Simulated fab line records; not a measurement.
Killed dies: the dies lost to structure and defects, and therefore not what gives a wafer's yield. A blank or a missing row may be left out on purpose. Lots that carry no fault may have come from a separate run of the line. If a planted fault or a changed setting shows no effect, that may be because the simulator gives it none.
Split-lot study + flow n5 finfet + route with 1938 steps; 7 lots, 21 wafers read

## THE SPLIT ITSELF
At N5_GATE_CUT_ETCH_58 (etches SiNx in CH3F/O2, target depth 17 nm, time 128.6 s), the setting time s was moved away from the recipe's 128.6 s on 11 of the 21 wafers read, by -21.2% to +21.0%. For the rest of the wafers, this setting stayed at what the recipe calls for.

The reading is taken at the split's own step.

## THE READING
etch.depth nm (the simulator's own value, which no gauge read), in nm, at N5_GATE_CUT_ETCH_58 (etches SiNx in CH3F/O2, target depth 17 nm, time 128.6 s). The file gives no usual value for it. Here, 10 wafers ran the recipe; their average is 17.05 nm with a standard deviation of 0.21 nm.

| wafer  | tool, chamber at the split | time s as run, s | against the recipe | etch.depth nm, nm | against lot-mates on the recipe |
|--------|----------------------------|------------------|--------------------|-------------------|---------------------------------|
| L074.4 | rie diel-01, 2             | 128.6            | recipe             | 17.19             | -                               |
| L074.5 | rie diel-01, 0             | 128.6            | recipe             | 17.15             | -                               |
| L074.6 | rie diel-01, 1             | 128.6            | recipe             | 17.01             | -                               |
| L075.3 | rie diel-06, 3             | 104.7            | -18.6%             | 13.99             | no lot-mate on the recipe       |
| L075.5 | rie diel-06, 0             | 104.7            | -18.6%             | 13.95             | no lot-mate on the recipe       |
| L075.6 | rie diel-06, 3             | 104.7            | -18.6%             | 13.96             | no lot-mate on the recipe       |
| L082.2 | rie diel-03, 0             | 150.1            | +16.7%             | 19.65             | +2.43                           |
| L082.3 | rie diel-03, 1             | 128.6            | recipe             | 17.22             | -                               |
| L082.5 | rie diel-03, 2             | 150.1            | +16.7%             | 19.79             | +2.57                           |
| L083.1 | rie diel-06, 2             | 101.3            | -21.2%             | 13.43             | -3.24                           |
| L083.2 | rie diel-06, 1             | 101.3            | -21.2%             | 13.12             | -3.55                           |
| L083.5 | rie diel-06, 1             | 128.6            | recipe             | 16.67             | -                               |
| L084.1 | rie diel-01, 3             | 128.6            | recipe             | 16.95             | -                               |
| L084.3 | rie diel-01, 1             | 155.6            | +21.0%             | 20.73             | +3.51                           |
| L084.4 | rie diel-01, 2             | 128.6            | recipe             | 17.49             | -                               |
| L085.3 | rie diel-06, 2             | 128.6            | recipe             | 16.91             | -                               |
| L085.4 | rie diel-06, 0             | 128.6            | recipe             | 16.98             | -                               |
| L085.6 | rie diel-06, 0             | 128.6            | recipe             | 16.89             | -                               |
| L092.2 | rie diel-01, 3             | 110.7            | -13.9%             | 14.9              | no lot-mate on the recipe       |
| L092.3 | rie diel-01, 1             | 110.7            | -13.9%             | 14.47             | no lot-mate on the recipe       |
| L092.5 | rie diel-01, 1             | 110.7            | -13.9%             | 14.62             | no lot-mate on the recipe       |

THE FIT
A straight line over all 21 wafers: etch.depth nm changes by +0.17 nm for each +1% of time s; r = +1.00; the points scatter about the line by 0.2 nm.
The same after taking each lot's own level away (the mean of its wafers on the recipe; 15 wafers): +0.159 nm for each +1%; r = +1.00; scatter 0.15 nm.
That fit puts the effect of the largest move of time s on the reading at 3.4 nm.
From 16.670 to 17.220 nm: that is the span of the lots' own levels, equal to 2.6 times the standard deviation above.
Hence the lot-to-lot level has little effect on the slope; both slopes agree.
Check: with one of the wafers moved furthest among these (-21.2%) left out of the fit, the line predicts -3.45 nm for it against its lot-mates. It came out at -3.24 nm against them.

## OTHER SPLITS ON THESE WAFERS
Before the reading, these wafers also passed through other splits. Each is held against what the fit with the lots' levels taken away leaves over:
| other split on the same wafers       | wafers away from the commonest value | r with etch.depth nm (lot level and that fit taken away) |
|--------------------------------------|--------------------------------------|----------------------------------------------------------|
| N5_ZERO_LAYER_PEB_09 peb time s      | as run: not given for these wafers   | -                                                        |
| N5_ZERO_LAYER_ETCH_18 icp w          | 4                                    | +0.02                                                    |
| N5_WELL_APT_PEB_23 peb time s        | 9                                    | +0.59                                                    |
| N5_WELL_APT_DESCUM_30 time s         | 7                                    | -0.13                                                    |
| N5_FIN_SAQP_PEB_14 peb time s        | 9                                    | -0.15                                                    |
| N5_DUMMY_GATE_COAT_09 spin rpm       | 6                                    | +0.12                                                    |
| N5_DUMMY_GATE_EXPOSE_12 dose mj      | 4                                    | +0.04                                                    |
| N5_SD_EPI_P_ETCH_16 target depth a   | 10                                   | +0.09                                                    |
| N5_SD_EPI_P_EPI_21 epi growth time s | 9                                    | -0.07                                                    |
| N5_SDB_ALD_29 ald cycles             | 5                                    | -0.12                                                    |

## THE FILE'S OWN FIT
etch.depth nm changes by +0.16 nm for each +1% of time s, r = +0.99.
